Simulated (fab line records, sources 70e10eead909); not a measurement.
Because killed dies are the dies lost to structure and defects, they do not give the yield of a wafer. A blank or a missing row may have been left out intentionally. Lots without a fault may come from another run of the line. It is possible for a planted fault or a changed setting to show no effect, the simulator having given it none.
fab line records	flow nand-harc
[record] lots = 24	wafers = 72	last-day = 34
route steps=1302 shown A_CHANNEL_FILL_D2@620 A_STAIRCASE@706
lots with no fault: from the same line, run without faults
start-h: hours from the record's opening day to when the first of the lot's shown wafers began	wait-h: hours elapsed since this lot's preceding step	" repeats the value in the row above	L1.1+2: a row that stands for several wafers	- no value present, or no start provided	* or withheld: withheld	< > ~ a bound
route shown NAME@n: a module of which the file shows steps, and the number in the route of the first	usual: mean and standard deviation over wafers with no fault	same: alike in all rows	chamber/n: place in a boat	sites: each site's reading	_std_site: the standard deviation of these	_edge_site: outer sites' mean less inner sites'	radius-mm: how far each site lies from the wafer's centre	mask NAME#n: copy n	behind: the last tool/chamber to shape the wafer	hold: what put the lot on hold/how long, in hours/how the hold closed	device: whichever transistor did not switch (one of n, p or np)	end of line: the same wafers' tests at the end of the route	a step given without rows: its recipe and nothing more	killed: not the wafer's yield, but the dies lost to structure and defects at the first sort	map: a wafer's dies, x killed, . not, _ none there
set.NAME: the setting as run; set.NAME@STEP: as run at that earlier step	model.NAME: the simulator's own value behind a step, which no gauge read
the route's steps for a sample of lots (tables are steps, rows are wafers)
services: the hour from which a tool's chamber was out of use, counted from the record's first day as start-h (under 0 if before that day), plus the number of hours and why
[[steps]]
[step NHARC_A_CHANNEL_FILL_D2_ETCHBACK_20]
[recipe] target-depth-a = 270	time-s = 13.5	c4f8-flow-sccm = withheld	o2-flow-sccm = 8	ar-flow-sccm = withheld	rf-w = 600	bias-w = 1500	chemistry = C4F8/O2/Ar
[usual] oes-product-au = 0.991/0.023	rf-vpp-V = 979/7.4
lot.wafer	tool	chamber	start-h	wait-h	oes-product-au	rf-hours-counter-h	rf-vpp-V
L075.1	rie-diel-06	2	328.75	-	0.983	0	989
L075.4	"	0	"	"	0.996	0	982
L075.3	"	1	"	"	1.005	0	976
L074.3	rie-diel-01	2	328.78	-	1.008	4	985
L074.1	"	3	"	"	1.005	3	972
L074.5	"	2	"	"	1.007	-	988
L076.1	rie-diel-01	1	353.23	-	0.993	4	968
L076.4	"	2	"	"	1.009	5	986
L076.6	"	3	"	"	1.004	-	973
L078.4	rie-diel-01	1	361.31	-	0.934	5	970
L078.3	"	2	"	"	0.951	5	988
L078.6	"	0	"	"	0.939	-	974
L079.1	rie-diel-06	0	361.33	-	0.990	1	981
L079.4	"	1	"	"	1.002	1	977
L079.5	"	0	"	"	0.988	-	982
L077.3	rie-diel-06	1	366.50	-	0.931	1	975
L077.6	"	2	"	"	0.922	-	987
L077.5	"	3	"	"	0.904	-	988
L080.2	rie-diel-08	1	384.28	-	1.005	0	977
L080.4	"	2	"	"	1.022	0	978
L080.6	"	1	"	"	1.012	-	976
L081.3	rie-diel-01	1	394.21	-	1.017	0	969
L081.4	"	1	"	"	1.023	-	971
L081.5	"	2	"	"	0.995	-	986
L083.2	rie-diel-01	3	403.42	-	1.005	0	971
L083.3	"	0	"	"	1.013	0	973
L083.1	"	1	"	"	1.017	0	969
L082.3	rie-diel-06	1	403.44	-	1.008	2	975
L082.5	"	2	"	"	0.987	-	988
L082.6	"	3	"	"	0.995	-	987
L084.2	rie-diel-08	3	423.71	-	1.004	9	969
L084.3	"	0	"	"	1.001	4	990
L084.6	"	3	"	"	1.001	-	970
L085.4	rie-diel-01	3	442.97	-	0.958	1	970
L085.6	"	1	"	"	0.991	-	970
L085.5	"	2	"	"	0.961	-	984
L086.2	rie-diel-06	3	450.14	-	0.991	4	988
L086.6	"	2	"	"	0.993	-	989
L086.5	"	3	"	"	1.003	-	987
L087.3	rie-diel-06	0	457.39	-	0.984	4	982
L087.2	"	3	"	"	0.992	4	987
L087.6	"	0	"	"	0.986	-	984
L089.3	rie-diel-06	2	474.60	-	0.996	5	988
L089.4	"	1	"	"	0.999	5	975
L089.5	"	3	"	"	0.998	-	987
L088.3	rie-diel-01	0	478.81	-	1.013	2	972
L088.4	"	3	"	"	0.987	2	971
L088.6	"	0	"	"	0.992	-	974
L090.3	rie-diel-01	1	487.19	-	1.025	2	970
L090.2	"	3	"	"	1.009	2	970
L090.6	"	0	"	"	1.001	-	974
L091.4	rie-diel-08	2	487.20	-	0.983	22	977
L091.1	"	3	"	"	0.990	19	970
L091.6	"	1	"	"	0.990	-	974
L092.3	rie-diel-01	2	498.25	-	0.997	2	987
L092.4	"	0	"	"	0.997	2	974
L092.5	"	2	"	"	0.996	-	987
L093.2	rie-diel-08	1	504.25	-	0.994	25	974
L093.4	"	3	"	"	0.973	21	970
L093.3	"	0	"	"	0.975	19	987
L094.5	rie-diel-06	1	524.52	-	0.980	-	975
L094.4	"	2	"	"	0.980	-	988
L094.6	"	3	"	"	0.987	-	986
L095.2	rie-diel-01	2	541.83	-	1.006	4	987
L095.4	"	0	"	"	1.002	4	974
L095.5	"	2	"	"	1.004	-	987
L096.4	rie-diel-08	0	541.87	-	1.005	27	987
L096.1	"	1	"	"	0.993	34	975
L096.5	"	3	"	"	0.992	-	968
L097.1	rie-diel-06	3	565.58	-	0.991	2	986
L097.3	"	0	"	"	0.982	2	983
L097.5	"	2	"	"	0.990	-	989
[step NHARC_A_CHANNEL_FILL_D2_RTA_24]
[recipe] temp-c = 1000	time-s = 5
[usual] lamp-power-pct = 27.6/0.59	lamp_zone_7_pct = 28.1/0.6	wafer_temp_C_max = 1004.5/0.83
lot.wafer	tool	chamber	start-h	wait-h	lamp-power-pct	lamp_zone_7_pct	wafer_temp_C_max
L074.1	rtp-anneal-02	0	352.46	0.0	27.0	27.5	1003.8
L074.3	"	0	"	"	27.1	27.5	1004.6
L074.5	"	0	"	"	27.0	27.5	1004.0
L075.1	rtp-anneal-01	0	352.51	0.1	28.2	28.7	1003.8
L075.3	"	0	"	"	28.2	28.7	1004.6
L075.4	"	0	"	"	28.2	28.7	1004.5
L076.1	rtp-anneal-02	0	376.20	0.0	26.9	27.4	1005.8
L076.4	"	0	"	"	27.0	27.4	1005.4
L076.6	"	0	"	"	27.0	27.4	1005.1
L078.3	rtp-anneal-01	0	384.99	0.1	28.1	28.7	1004.3
L078.4	"	0	"	"	28.2	28.7	1004.6
L078.6	"	0	"	"	28.2	28.6	1004.5
L079.1	rtp-anneal-01	0	388.68	0.0	28.2	28.7	1004.0
L079.4	"	0	"	"	28.2	28.7	1005.4
L079.5	"	0	"	"	28.2	28.7	1004.2
L077.3	rtp-anneal-02	0	388.87	0.1	27.1	27.5	1002.4
L077.5	"	0	"	"	27.0	27.5	1005.4
L077.6	"	0	"	"	27.0	27.5	1004.0
L080.2	rtp-anneal-01	0	407.90	0.1	28.2	28.6	1003.4
L080.4	"	0	"	"	28.2	28.7	1004.7
L080.6	"	0	"	"	28.2	28.7	1005.0
L081.3	rtp-anneal-02	0	419.94	0.1	27.1	27.5	1005.8
L081.4	"	0	"	"	27.0	27.5	1004.7
L081.5	"	0	"	"	27.0	27.5	1002.9
L082.3	rtp-anneal-01	0	427.24	0.1	28.2	28.6	1005.1
L082.5	"	0	"	"	28.2	28.6	1005.1
L082.6	"	0	"	"	28.2	28.7	1004.3
L083.1	rtp-anneal-01	0	427.35	0.2	28.2	28.7	1004.3
L083.2	"	0	"	"	28.2	28.7	1005.4
L083.3	"	0	"	"	28.3	28.6	1004.7
L084.2	rtp-anneal-01	0	447.30	0.1	28.2	28.7	1004.4
L084.3	"	0	"	"	28.2	28.7	1004.4
L084.6	"	0	"	"	28.2	28.7	1005.2
L085.4	rtp-anneal-01	0	466.69	0.1	28.2	28.6	1003.4
L085.5	"	0	"	"	28.3	28.7	1005.5
L085.6	"	0	"	"	28.2	28.7	1003.7
L086.2	rtp-anneal-02	0	474.46	0.2	27.0	27.4	1004.3
L086.5	"	0	"	"	27.1	27.4	1003.6
L086.6	"	0	"	"	27.0	27.5	1004.6
L087.2	rtp-anneal-02	0	482.20	0.1	27.0	27.5	1004.9
L087.3	"	0	"	"	27.0	27.5	1005.0
L087.6	"	0	"	"	27.1	27.5	1005.7
L088.3	rtp-anneal-01	0	499.65	0.4	28.2	28.6	1003.3
L088.4	"	0	"	"	28.2	28.6	1004.5
L088.6	"	0	"	"	28.2	28.7	1003.9
L089.3	rtp-anneal-02	0	499.66	0.4	27.1	27.4	1003.9
L089.4	"	0	"	"	27.0	27.5	1003.9
L089.5	"	0	"	"	27.0	27.5	1005.0
L091.1	rtp-anneal-01	0	511.53	0.0	28.2	28.7	1003.8
L091.4	"	0	"	"	28.2	28.7	1003.3
L091.6	"	0	"	"	28.2	28.7	1005.0
L090.2	rtp-anneal-02	0	511.56	0.1	27.0	27.5	1004.1
L090.3	"	0	"	"	27.0	27.5	1003.8
L090.6	"	0	"	"	27.1	27.4	1004.3
L092.3	rtp-anneal-02	0	521.54	0.1	27.1	27.5	1003.3
L092.4	"	0	"	"	27.0	27.5	1003.9
L092.5	"	0	"	"	27.0	27.5	1003.2
L093.2	rtp-anneal-01	0	528.09	0.1	28.2	28.6	1006.0
L093.3	"	0	"	"	28.2	28.6	1003.8
L093.4	"	0	"	"	28.2	28.6	1005.8
L094.4	rtp-anneal-02	0	548.38	0.1	27.1	27.5	1004.0
L094.5	"	0	"	"	27.1	27.5	1004.5
L094.6	"	0	"	"	27.0	27.5	1004.2
L096.1	rtp-anneal-02	0	565.75	0.0	27.0	27.5	1004.3
L096.4	"	0	"	"	27.1	27.5	1006.0
L096.5	"	0	"	"	27.0	27.5	1004.7
L095.2	rtp-anneal-01	0	565.78	0.1	28.2	28.7	1005.9
L095.4	"	0	"	"	28.2	28.7	1005.1
L095.5	"	0	"	"	28.2	28.6	1005.6
L097.1	rtp-anneal-02	0	589.10	0.0	27.0	27.5	1003.7
L097.3	"	0	"	"	27.0	27.4	1005.4
L097.5	"	0	"	"	27.0	27.4	1004.5
[step NHARC_A_STAIRCASE_ETCH_192]
[recipe] target-depth-a = 1000	time-s = 40.5	ion-energy-ev = 400	c4f8-flow-sccm = 20	o2-flow-sccm = 10	ar-flow-sccm = withheld	rf-w = 600	bias-w = 1000	chemistry = C4F8/O2
[usual] oes-product-au = 0.945/0.012	rf-vpp-V = 899/5.6
lot.wafer	tool	chamber	start-h	wait-h	oes-product-au	rf-hours-counter-h	rf-vpp-V
L075.4	rie-diel-02	1	-	-	0.948	46	896
L075.1	"	2	"	"	0.934	43	895
L075.3	"	0	"	"	0.945	43	899
L074.1	rie-diel-12	3	-	-	0.951	20	901
L074.3	"	1	"	"	0.932	22	900
L074.5	"	3	"	"	0.950	-	902
L076.4	rie-diel-12	1	-	-	0.933	31	900
L076.1	"	2	"	"	0.962	28	891
L076.6	"	1	"	"	0.927	-	900
L078.4	rie-diel-02	2	-	-	0.923	59	897
L078.3	"	3	"	"	0.935	55	900
L078.6	"	0	"	"	0.943	-	900
L079.1	rie-diel-12	1	-	-	0.942	36	901
L079.4	"	3	"	"	0.955	37	899
L079.5	"	2	"	"	0.953	-	892
L077.3	rie-diel-04	1	-	-	0.947	11	906
L077.6	"	3	"	"	0.947	-	903
L077.5	"	0	"	"	0.967	-	892
L080.2	rie-diel-12	0	-	-	0.942	46	888
L080.4	"	2	"	"	0.945	44	890
L080.6	"	0	"	"	0.944	-	886
L081.4	rie-diel-04	3	-	-	0.942	25	902
L081.3	"	0	"	"	0.972	18	892
L081.5	"	2	"	"	0.929	-	906
L082.3	rie-diel-04	3	-	-	0.935	27	903
L082.6	"	0	"	"	0.940	-	893
L082.5	"	1	"	"	0.931	-	905
L083.2	rie-diel-12	2	-	-	0.942	49	891
L083.3	"	3	"	"	0.950	48	900
L083.1	"	0	"	"	0.932	50	888
L084.3	rie-diel-12	0	-	-	0.933	0	905
L084.2	"	1	"	"	0.944	0	900
L084.6	"	0	"	"	0.945	-	907
L085.4	rie-diel-12	1	-	-	0.955	7	899
L085.6	"	3	"	"	0.952	-	901
L085.5	"	0	"	"	0.948	-	904
L086.2	rie-diel-12	3	-	-	0.960	7	901
L086.5	"	2	"	"	0.954	-	891
L086.6	"	3	"	"	0.966	-	901
L087.3	rie-diel-12	2	-	-	0.960	9	891
L087.2	"	1	"	"	0.941	11	900
L087.6	"	3	"	"	0.960	-	901
L089.3	rie-diel-04	3	-	-	0.942	49	902
L089.4	"	0	"	"	0.962	44	892
L089.5	"	2	"	"	0.942	-	905
L088.4	rie-diel-02	1	-	-	0.935	32	896
L088.3	"	3	"	"	0.957	35	899
L088.6	"	0	"	"	0.935	-	901
L091.4	rie-diel-04	1	-	-	0.934	55	904
L091.1	"	3	"	"	0.958	52	903
L091.6	"	1	"	"	0.934	-	905
L090.3	rie-diel-12	0	-	-	0.944	23	906
L090.2	"	1	"	"	0.936	24	898
L090.6	"	0	"	"	0.959	-	906
L092.3	rie-diel-04	2	-	-	0.943	60	905
L092.4	"	3	"	"	0.948	56	901
L092.5	"	2	"	"	0.944	-	904
L093.3	rie-diel-12	2	-	-	0.957	19	889
L093.2	"	3	"	"	0.960	28	901
L093.4	"	0	"	"	0.951	30	906
L094.4	rie-diel-12	0	-	-	0.960	37	906
L094.5	"	0	"	"	0.958	-	906
L094.6	"	1	"	"	0.938	-	897
L096.4	rie-diel-02	0	-	-	0.941	58	899
L096.1	"	3	"	"	0.942	55	898
L096.5	"	0	"	"	0.942	-	898
L095.2	rie-diel-04	1	-	-	0.928	6	905
L095.4	"	3	"	"	0.953	6	903
L095.5	"	1	"	"	0.930	-	905
L097.3	rie-diel-12	0	-	-	0.941	51	905
L097.1	"	1	"	"	0.938	55	899
L097.5	"	0	"	"	0.940	-	905
[step NHARC_A_STAIRCASE_ETCH_197]
[recipe] target-depth-a = 1000	time-s = 40.5	ion-energy-ev = 400	c4f8-flow-sccm = 20	o2-flow-sccm = 10	ar-flow-sccm = withheld	rf-w = 600	bias-w = 1000	chemistry = C4F8/O2
[usual] oes-product-au = 0.944/0.016	rf-vpp-V = 900/5.2
lot.wafer	tool	chamber	start-h	wait-h	oes-product-au	rf-hours-counter-h	rf-vpp-V
L075.1	rie-diel-02	3	-	-	0.958	40	900
L075.4	"	0	"	"	0.933	44	901
L075.3	"	1	"	"	0.937	46	896
L074.1	rie-diel-02	1	-	-	0.933	48	896
L074.3	"	2	"	"	0.922	47	900
L074.5	"	2	"	"	0.921	-	897
L076.1	rie-diel-04	2	-	-	0.961	10	907
L076.4	"	3	"	"	0.972	9	904
L076.6	"	2	"	"	0.948	-	905
L078.3	rie-diel-12	2	-	-	0.954	33	891
L078.4	"	3	"	"	0.958	36	901
L078.6	"	1	"	"	0.923	-	901
L079.4	rie-diel-12	2	-	-	0.950	34	891
L079.1	"	3	"	"	0.949	37	900
L079.5	"	1	"	"	0.942	-	900
L077.3	rie-diel-04	2	-	-	0.946	14	905
L077.5	"	1	"	"	0.941	-	906
L077.6	"	2	"	"	0.949	-	906
L080.2	rie-diel-04	2	-	-	0.920	23	906
L080.4	"	0	"	"	0.944	16	894
L080.6	"	2	"	"	0.928	-	904
L081.4	rie-diel-04	2	-	-	0.946	26	905
L081.3	"	3	"	"	0.934	25	902
L081.5	"	2	"	"	0.934	-	906
L082.3	rie-diel-04	3	-	-	0.950	27	903
L082.5	"	3	"	"	0.953	-	902
L082.6	"	0	"	"	0.964	-	893
L083.1	rie-diel-12	2	-	-	0.960	49	892
L083.2	"	3	"	"	0.945	48	902
L083.3	"	1	"	"	0.929	48	900
L084.2	rie-diel-02	1	-	-	0.928	18	896
L084.3	"	2	"	"	0.929	17	897
L084.6	"	1	"	"	0.931	-	895
L085.4	rie-diel-04	2	-	-	0.960	45	904
L085.5	"	2	"	"	0.951	-	905
L085.6	"	3	"	"	0.961	-	903
L086.2	rie-diel-12	0	-	-	0.945	8	906
L086.6	"	2	"	"	0.942	-	890
L086.5	"	3	"	"	0.954	-	899
L087.3	rie-diel-12	2	-	-	0.963	9	889
L087.2	"	3	"	"	0.939	8	901
L087.6	"	1	"	"	0.946	-	898
L089.4	rie-diel-04	3	-	-	0.940	50	903
L089.3	"	0	"	"	0.942	44	892
L089.5	"	2	"	"	0.952	-	904
L088.3	rie-diel-04	3	-	-	0.972	50	903
L088.4	"	0	"	"	0.978	45	891
L088.6	"	0	"	"	0.973	-	893
L091.4	rie-diel-04	1	-	-	0.942	55	904
L091.1	"	3	"	"	0.951	53	903
L091.6	"	1	"	"	0.938	-	905
L090.2	rie-diel-12	0	-	-	0.942	23	906
L090.3	"	3	"	"	0.935	22	899
L090.6	"	0	"	"	0.941	-	905
L092.3	rie-diel-04	2	-	-	0.934	60	905
L092.4	"	3	"	"	0.943	56	903
L092.5	"	3	"	"	0.935	-	903
L093.3	rie-diel-12	1	-	-	0.957	32	900
L093.2	"	2	"	"	0.968	20	891
L093.4	"	3	"	"	0.954	28	901
L094.4	rie-diel-12	1	-	-	0.944	41	900
L094.6	"	0	"	"	0.953	-	904
L094.5	"	1	"	"	0.948	-	900
L096.1	rie-diel-04	0	-	-	0.948	5	894
L096.4	"	1	"	"	0.921	6	905
L096.5	"	0	"	"	0.941	-	894
L095.4	rie-diel-04	2	-	-	0.923	7	904
L095.2	"	0	"	"	0.958	5	894
L095.5	"	2	"	"	0.924	-	905
L097.3	rie-diel-04	3	-	-	0.929	17	901
L097.1	"	0	"	"	0.947	18	891
L097.5	"	2	"	"	0.918	-	904
[step NHARC_A_STAIRCASE_TRIM_200]
[recipe] time-s = 211.2	o2-flow-sccm = 500	ar-flow-sccm = 0	bias-w = 0	chemistry = O2
[usual] drypump-motor-current-A = 5.9/0.44	oes-product-au = 1.002/0.011	rf-vpp-V = 57.9/0.89	showerhead-plenum-p-Torr = 3.63/0.15	throttle-valve-pct = 17.037/0.0081
lot.wafer	tool	chamber	start-h	wait-h	drypump-motor-current-A	oes-product-au	rf-hours-counter-h	rf-vpp-V	showerhead-plenum-p-Torr	throttle-valve-pct
L075.1	rie-diel-02	3	-	-	5.6	1.008	44	56.4	3.64	17.032
L075.4	"	1	"	"	5.0	0.999	48	57.0	3.53	17.058
L075.3	"	2	"	"	5.5	0.987	47	57.0	3.55	17.036
L074.3	rie-diel-02	3	-	-	5.6	1.012	45	57.2	3.64	17.043
L074.1	"	0	"	"	6.7	1.003	47	57.5	3.64	17.034
L074.5	"	1	"	"	5.1	1.004	-	59.7	3.53	17.028
L076.1	rie-diel-04	2	-	-	6.4	1.000	10	58.4	3.80	17.033
L076.4	"	3	"	"	6.1	0.997	9	56.9	3.73	17.038
L076.6	"	1	"	"	6.0	0.990	-	58.5	3.80	17.049
L078.4	rie-diel-12	3	-	-	5.9	1.011	36	58.2	3.67	17.040
L078.3	"	1	"	"	6.7	0.993	35	56.5	3.64	17.038
L078.6	"	3	"	"	5.9	1.007	-	58.0	3.67	17.032
L079.4	rie-diel-12	2	-	-	5.3	1.013	35	58.3	3.38	17.029
L079.1	"	3	"	"	5.9	1.008	37	58.6	3.67	17.022
L079.5	"	3	"	"	5.9	1.013	-	58.2	3.67	17.035
L077.3	rie-diel-04	1	-	-	6.0	0.985	12	59.0	3.80	17.040
L077.6	"	0	"	"	5.3	1.005	-	56.4	3.46	17.048
L077.5	"	1	"	"	6.1	0.984	-	58.2	3.80	17.017
L080.4	rie-diel-04	3	-	-	6.1	0.995	22	57.7	3.72	17.045
L080.2	"	2	"	"	6.3	1.006	23	57.0	3.79	17.040
L080.6	"	0	"	"	5.3	1.025	-	59.2	3.46	17.023
L081.4	rie-diel-04	1	-	-	6.0	0.982	23	57.4	3.80	17.035
L081.3	"	3	"	"	6.1	0.986	25	58.2	3.72	17.020
L081.5	"	2	"	"	6.3	1.000	-	58.0	3.79	17.030
L082.3	rie-diel-04	3	-	-	6.1	1.000	27	57.3	3.72	17.028
L082.6	"	0	"	"	5.3	1.022	-	55.6	3.46	17.033
L082.5	"	1	"	"	6.0	0.990	-	57.6	3.79	17.028
L083.1	rie-diel-12	0	-	-	5.8	1.007	50	56.8	3.29	17.022
L083.2	"	1	"	"	6.7	0.991	48	57.9	3.63	17.032
L083.3	"	2	"	"	5.3	1.024	49	58.8	3.37	17.029
L084.3	rie-diel-02	0	-	-	6.7	0.990	19	57.8	3.63	17.048
L084.2	"	1	"	"	5.0	0.999	18	56.8	3.52	17.043
L084.6	"	2	"	"	5.5	1.003	-	57.5	3.54	17.039
L085.4	rie-diel-04	0	-	-	5.3	1.028	38	58.1	3.45	17.045
L085.6	"	2	"	"	6.3	1.000	-	58.6	3.78	17.039
L085.5	"	3	"	"	6.1	1.004	-	57.5	3.71	17.022
L086.2	rie-diel-12	1	-	-	6.7	0.997	10	58.5	3.63	17.033
L086.5	"	1	"	"	6.7	0.996	-	58.2	3.63	17.029
L086.6	"	2	"	"	5.3	1.010	-	57.8	3.37	17.030
L087.3	rie-diel-12	3	-	-	5.9	1.012	8	57.5	3.66	17.037
L087.2	"	0	"	"	5.8	1.005	10	57.9	3.80	17.043
L087.6	"	3	"	"	5.9	0.996	-	57.2	3.66	17.036
L089.4	rie-diel-04	1	-	-	6.0	0.993	52	58.3	3.78	17.036
L089.3	"	2	"	"	6.3	0.999	54	59.6	3.78	17.050
L089.5	"	1	"	"	6.0	1.003	-	58.4	3.78	17.039
L088.3	rie-diel-04	0	-	-	5.3	1.011	45	59.0	3.44	17.037
L088.4	"	1	"	"	6.0	0.988	52	58.8	3.78	17.047
L088.6	"	2	"	"	6.3	1.004	-	58.5	3.78	17.038
L091.4	rie-diel-04	3	-	-	6.1	1.000	53	58.5	3.71	17.049
L091.1	"	0	"	"	5.3	1.028	48	57.5	3.44	17.049
L091.6	"	2	"	"	6.3	0.998	-	58.5	3.78	17.050
L090.2	rie-diel-12	1	-	-	6.7	0.996	24	59.4	3.62	17.030
L090.3	"	3	"	"	5.9	1.006	22	56.8	3.65	17.039
L090.6	"	3	"	"	5.9	1.012	-	57.6	3.65	17.030
L092.3	rie-diel-04	1	-	-	6.0	0.992	59	60.0	3.77	17.047
L092.4	"	3	"	"	6.0	0.994	56	57.8	3.70	17.031
L092.5	"	1	"	"	6.0	0.989	-	58.3	3.77	17.030
L093.4	rie-diel-12	3	-	-	5.9	1.002	28	56.4	3.64	17.038
L093.3	"	0	"	"	5.8	1.012	31	59.2	3.79	17.038
L093.2	"	1	"	"	6.7	0.990	32	57.9	3.61	17.043
L094.4	rie-diel-12	3	-	-	5.9	1.019	35	57.2	3.64	17.038
L094.5	"	2	"	"	5.3	1.027	-	57.2	3.36	17.031
L094.6	"	3	"	"	5.9	1.009	-	58.2	3.64	17.025
L096.4	rie-diel-04	3	-	-	6.1	0.992	6	58.0	3.70	17.039
L096.1	"	2	"	"	6.3	0.980	7	57.4	3.77	17.049
L096.5	"	0	"	"	5.4	1.014	-	57.7	3.44	17.037
L095.2	rie-diel-04	3	-	-	6.1	0.995	6	58.6	3.70	17.040
L095.4	"	2	"	"	6.4	0.987	7	57.6	3.77	17.044
L095.5	"	0	"	"	5.3	1.012	-	57.0	3.44	17.034
L097.3	rie-diel-04	2	-	-	6.3	0.984	19	58.1	3.76	17.042
L097.1	"	1	"	"	6.0	0.994	19	56.9	3.76	17.035
L097.5	"	2	"	"	6.3	0.984	-	57.8	3.76	17.040
[step NHARC_A_STAIRCASE_TRIM_202]
[recipe] time-s = 211.2	o2-flow-sccm = 500	ar-flow-sccm = 0	bias-w = 0	chemistry = O2
[usual] drypump-motor-current-A = 5.9/0.48	oes-product-au = 1.001/0.012	rf-vpp-V = 58.1/0.94	showerhead-plenum-p-Torr = 3.62/0.15	throttle-valve-pct = 17.037/0.0092
lot.wafer	tool	chamber	start-h	wait-h	drypump-motor-current-A	oes-product-au	rf-hours-counter-h	rf-vpp-V	showerhead-plenum-p-Torr	throttle-valve-pct
L075.1	rie-diel-02	0	-	-	6.7	1.001	46	56.8	3.64	17.054
L075.4	"	1	"	"	5.1	0.997	48	56.4	3.53	17.049
L075.3	"	2	"	"	5.5	0.995	48	57.5	3.56	17.030
L074.1	rie-diel-02	2	-	-	5.5	0.997	48	55.9	3.55	17.034
L074.3	"	0	"	"	6.7	0.998	47	58.7	3.64	17.027
L074.5	"	2	"	"	5.6	0.990	-	57.7	3.55	17.028
L076.1	rie-diel-04	2	-	-	6.3	0.991	10	58.2	3.80	17.055
L076.4	"	1	"	"	6.0	0.977	8	58.7	3.80	17.033
L076.6	"	3	"	"	6.1	1.000	-	59.6	3.73	17.041
L078.3	rie-diel-12	1	-	-	6.7	0.991	36	59.9	3.64	17.035
L078.4	"	2	"	"	5.3	1.005	34	57.0	3.38	17.051
L078.6	"	1	"	"	6.7	0.993	-	57.6	3.64	17.027
L079.4	rie-diel-12	1	-	-	6.7	0.984	36	59.4	3.64	17.041
L079.1	"	2	"	"	5.2	1.008	35	56.8	3.38	17.030
L079.5	"	1	"	"	6.7	0.989	-	58.3	3.64	17.043
L077.3	rie-diel-04	3	-	-	6.1	0.994	14	58.1	3.73	17.051
L077.6	"	0	"	"	5.3	1.014	-	58.1	3.46	17.049
L077.5	"	1	"	"	6.1	0.986	-	58.9	3.80	17.036
L080.2	rie-diel-04	0	-	-	5.3	1.015	16	56.5	3.46	17.051
L080.4	"	1	"	"	6.0	0.993	20	58.4	3.80	17.035
L080.6	"	1	"	"	6.0	0.994	-	59.5	3.80	17.033
L081.4	rie-diel-04	3	-	-	6.1	0.989	25	57.8	3.72	17.026
L081.3	"	2	"	"	6.3	0.994	26	58.3	3.79	17.038
L081.5	"	0	"	"	5.3	1.011	-	58.0	3.46	17.028
L082.3	rie-diel-04	3	-	-	6.1	0.995	27	58.6	3.72	17.049
L082.5	"	3	"	"	6.1	1.005	-	59.3	3.72	17.052
L082.6	"	0	"	"	5.3	1.009	-	57.2	3.46	17.040
L083.3	rie-diel-12	1	-	-	6.8	0.985	48	58.0	3.63	17.035
L083.1	"	2	"	"	5.3	1.011	49	56.4	3.37	17.025
L083.2	"	3	"	"	5.9	1.014	48	57.8	3.66	17.037
L084.3	rie-diel-02	0	-	-	6.7	0.999	19	57.7	3.63	17.044
L084.2	"	1	"	"	5.1	1.000	18	58.0	3.52	17.037
L084.6	"	3	"	"	5.6	1.014	-	57.1	3.63	17.028
L085.4	rie-diel-04	3	-	-	6.1	1.016	42	57.9	3.71	17.042
L085.6	"	0	"	"	5.3	1.022	-	59.0	3.45	17.058
L085.5	"	1	"	"	6.0	1.002	-	57.8	3.78	17.032
L086.2	rie-diel-12	1	-	-	6.7	0.991	10	59.6	3.63	17.029
L086.6	"	1	"	"	6.7	0.986	-	56.0	3.63	17.031
L086.5	"	2	"	"	5.3	1.013	-	58.7	3.37	17.040
L087.3	rie-diel-12	2	-	-	5.3	1.016	10	56.1	3.37	17.033
L087.2	"	0	"	"	5.8	1.005	10	58.9	3.80	17.034
L087.6	"	1	"	"	6.7	1.000	-	57.4	3.63	17.034
L089.3	rie-diel-04	0	-	-	5.3	1.008	45	59.2	3.44	17.052
L089.4	"	3	"	"	6.1	0.982	50	56.6	3.71	17.032
L089.5	"	0	"	"	5.3	1.004	-	57.6	3.44	17.042
L088.3	rie-diel-04	3	-	-	6.1	1.015	51	57.8	3.71	17.039
L088.4	"	0	"	"	5.3	1.030	46	57.6	3.44	17.049
L088.6	"	1	"	"	6.0	1.003	-	58.7	3.78	17.033
L091.4	rie-diel-04	3	-	-	6.1	1.003	53	57.2	3.71	17.041
L091.1	"	1	"	"	6.1	0.993	55	60.3	3.78	17.027
L091.6	"	0	"	"	5.3	1.027	-	57.7	3.44	17.025
L090.2	rie-diel-12	3	-	-	5.9	0.994	22	58.3	3.65	17.028
L090.3	"	0	"	"	5.9	1.008	23	58.0	3.79	17.034
L090.6	"	2	"	"	5.3	1.016	-	57.0	3.36	17.043
L092.3	rie-diel-04	3	-	-	6.1	0.997	56	59.1	3.70	17.027
L092.4	"	0	"	"	5.3	1.011	52	58.2	3.44	17.034
L092.5	"	0	"	"	5.3	1.008	-	57.5	3.44	17.047
L093.3	rie-diel-12	2	-	-	5.3	1.012	20	57.5	3.36	17.035
L093.2	"	3	"	"	5.9	1.010	28	60.0	3.64	17.045
L093.4	"	0	"	"	5.8	1.017	31	59.1	3.79	17.044
L094.4	rie-diel-12	0	-	-	5.8	1.018	38	58.2	3.79	17.025
L094.5	"	3	"	"	5.9	1.009	-	58.3	3.64	17.040
L094.6	"	0	"	"	5.8	1.016	-	59.8	3.79	17.044
L096.1	rie-diel-04	0	-	-	5.3	1.013	6	57.3	3.44	17.024
L096.4	"	3	"	"	6.1	0.990	6	58.0	3.70	17.037
L096.5	"	0	"	"	5.3	1.012	-	58.5	3.44	17.025
L095.4	rie-diel-04	2	-	-	6.3	0.977	7	57.6	3.77	17.046
L095.2	"	3	"	"	6.1	0.990	7	57.7	3.70	17.035
L095.5	"	1	"	"	6.0	0.982	-	57.7	3.77	17.033
L097.1	rie-diel-04	2	-	-	6.3	0.980	19	59.0	3.76	17.038
L097.3	"	3	"	"	6.1	1.005	18	59.2	3.69	17.030
L097.5	"	2	"	"	6.3	1.000	-	58.1	3.76	17.038
[[services]]
tool	chamber	start-h	hours	kind
rie-diel-12	3	310.16	3.6	repair
rie-diel-01	1	319.99	20.5	repair
rie-diel-02	2	352.48	2.9	repair
rie-diel-04	0	354.57	4.2	repair
rie-diel-04	-	359.22	9.0	pm
rie-diel-02	-	371.02	0.4	repair
rtp-anneal-01	-	372.00	12.0	pm
rie-diel-01	0	374.49	20.4	repair
rie-diel-01	-	380.80	9.0	pm
rie-diel-04	-	387.35	0.5	repair
rie-diel-02	-	397.36	9.0	pm
rie-diel-04	0	402.33	7.7	repair
rie-diel-02	-	416.53	0.6	repair
rie-diel-12	-	447.28	9.0	pm
rie-diel-01	2	448.66	4.7	repair
rie-diel-02	3	455.29	2.5	repair
rie-diel-02	1	464.31	4.4	repair
rie-diel-12	2	499.02	10.7	repair
rie-diel-01	-	510.98	5.5	repair
rie-diel-12	2	519.50	1.4	repair
rie-diel-04	-	536.33	9.0	pm
rie-diel-01	-	557.80	9.0	pm
rie-diel-02	-	574.52	9.0	pm
rie-diel-12	3	596.29	4.9	repair
[[key]]
fault none
